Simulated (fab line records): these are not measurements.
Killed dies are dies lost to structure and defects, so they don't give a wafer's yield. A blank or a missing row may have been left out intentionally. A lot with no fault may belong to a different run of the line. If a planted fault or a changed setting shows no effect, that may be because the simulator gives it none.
Matching of chambers	flow nand harc	pecvd-03 running NHARC_A_M0_PRE_CLEAN_31: 3 sister chambers
The step time 12 s. 14 wafers are shown with their chamber, then 7 later ones without.

## WAFERS WITH THEIR CHAMBER
wafer	chamber	heater power w (W)
L075.1	1	608
L075.2	0	633
L075.5	0	639
L077.1	1	620
L077.2	2	756
L077.6	0	661
L074.1	0	654
L074.4	1	622
L074.6	0	667
L079.2	1	554
L079.4	1	536
L079.6	0	697
L086.1	2	749
L086.2	0	637

SIGNATURES, as means of the wafers listed above
reading	chamber 0	chamber 1	chamber 2	scatter within a chamber
heater power w	655.43	588.00	752.50	29.3
Rule: distance of a wafer from a chamber = root of the sum over the readings of ((wafer's reading minus chamber's mean) / reading's scatter) squared. The wafer belongs to the nearest chamber; if the next one is less than 2 further off, it can't be placed. The scatter: take each reading less its chamber's mean, square it, sum over the shown wafers, divide by the number of wafers less the number of chambers, and take the root.

## WAFERS WITHOUT THEIR CHAMBER
wafer	heater power w (W)
L086.4	627
L091.1	599
L091.2	789
L091.3	744
L095.1	657
L095.2	779
L095.3	633

## WHICH CHAMBER EACH WENT THROUGH
wafer	from the rows above	in truth
L086.4	can't be placed: 0 or 1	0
L091.1	can't be placed: 1 or 0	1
L091.2	2	2
L091.3	2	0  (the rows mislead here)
L095.1	0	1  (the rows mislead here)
L095.2	2	2
L095.3	can't be placed: 0 or 1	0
Correctly placed: 2 of 7. Unplaceable from these rows: 3, with the true chamber sitting among the candidates in 3. 2 placed wrongly.
